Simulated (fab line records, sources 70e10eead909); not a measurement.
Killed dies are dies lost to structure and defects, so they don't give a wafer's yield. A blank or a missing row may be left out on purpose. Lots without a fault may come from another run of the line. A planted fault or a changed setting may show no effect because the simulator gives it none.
A struck lot beside a sound one | flow nand_harc | 15 steps out of a route of 1159
Sound: wafers L490.1, L490.2, L490.3. Struck: wafer L499.6. The cause comes at the end.
At each step with rows: each side's tool, then ch and its chambers, then its first start. Under that, the readings that differ: sound wafers | struck wafers | difference of the means | sigmas: that difference in standard deviations of wafers without a fault.
alike: readings whose means differ by less than 2 such deviations, and words and numbers that are the same on both sides. not compared: withheld readings, readings that some wafer has no value for, bounds like >300 that may hide the same value, and numbers for which the record gives no deviation and whose values overlap.
The two part at a step that has a row with sigmas, a row that says differs or no value, or rows on one side only. Numbers that don't overlap but have no deviation are shown without sigmas and don't part them. A reading that every wafer of one side lacks parts them only if that side has two wafers or more.

first, 7 steps without rows for these wafers: NHARC_P_M1_COAT_34 (time 65 s); NHARC_P_M1_COAT_03 (resist thk 90 nm); NHARC_P_M1_SOFTBAKE_04 (time 55 s); NHARC_P_M1_EBR_05; NHARC_P_M1_EXPOSE_06 (exposes mask P M1, target cd 130 nm); NHARC_P_M1_PEB_07 (peb time 65 s); NHARC_P_M1_DEVELOP_08 (develop time 35 s).
NHARC_P_M1_CD_MEAS_09: target cd 130 nm.
  sound on cd_sem-02 ch 0, day 8 09:04; struck on cd_sem-01 ch 0, day 10 19:07
  alike: cd_nm
NHARC_P_M1_OVL_MEAS_10: pitch 260 nm.
  sound on overlay-01, day 8 09:10; struck on overlay-01, day 10 19:11
  alike: overlay_x_nm, overlay_y_nm
NHARC_P_M1_INSPECT_11:
  sound on defect_inspect-02, day 8 09:11; struck on defect_inspect-01, day 10 19:13
  alike: raw_defect_count
NHARC_P_M1_DESCUM_14: chemistry O2, time 3 s.
  sound on rie_diel-11 ch 0,1,3, day 8 09:15; struck on rie_diel-10 ch 3, day 10 19:19
  reading      | sound          | struck | difference | sigmas
  rf_vpp_V (V) | 57.6 57.1 58.1 | 59.9   | +2.3       | +3
  alike: drypump_motor_current_A, oes_product_au, showerhead_plenum_p_Torr, throttle_valve_pct
  not compared: rf_hours_counter_h
NHARC_P_M1_ETCH_35: etches the open film in N2/H2, target depth 40 nm, overetch 12 nm, time 43.94 s.
  sound on rie_diel-11 ch 1,2,3, day 8 09:20; struck on rie_diel-10 ch 1, day 10 19:23
  alike: drypump_motor_current_A, oes_product_au, rf_vpp_V, showerhead_plenum_p_Torr, throttle_valve_pct
  not compared: rf_hours_counter_h
NHARC_P_M1_ETCH_15: etches the open film in C4F8/Ar, target depth 182.5 nm, time 91.2 s.
  sound on rie_diel-11 ch 0,1,3, day 8 09:26; struck on rie_diel-10 ch 2, day 10 19:29
  reading               | sound             | struck | difference | sigmas
  oes_product_au (a.u.) | 0.952 0.964 0.966 | 0.855  | -0.106     | -4
  alike: rf_vpp_V
  not compared: rf_hours_counter_h
NHARC_P_M1_CD_MEAS_16:
  sound on cd_sem-01, day 8 09:34; struck on cd_sem-02, day 10 19:36
  alike: cd_nm
-- the record jumps here: 14 days lie between the struck wafers' starts before and after (it left off in module P_M1 and takes up again in module END, whose first step shown is number 1159 of the route) --
NHARC_END_SORT_01:
  sound on prober-01 ch 0, day 21 09:29; struck on prober-01 ch 0, day 25 05:28
  reading | sound | struck                   | difference                   | sigmas
  hold    | - - - | await_dispo/4.1h/release | no value on the sound wafers |
  alike: defect_limited_yield, killed_at_array, killed_at_other, killed_at_periphery, killed_dies, killed_open, killed_short, sort_bin_2_pct, sort_bin_3_pct, sort_bin_4_pct, sort_n_pass, sort_rim_yield_pct, sort_yield_pct

WHERE THEY PART
First at NHARC_P_M1_DESCUM_14; last, within this record, at NHARC_END_SORT_01.

WHY: what the simulator had put in
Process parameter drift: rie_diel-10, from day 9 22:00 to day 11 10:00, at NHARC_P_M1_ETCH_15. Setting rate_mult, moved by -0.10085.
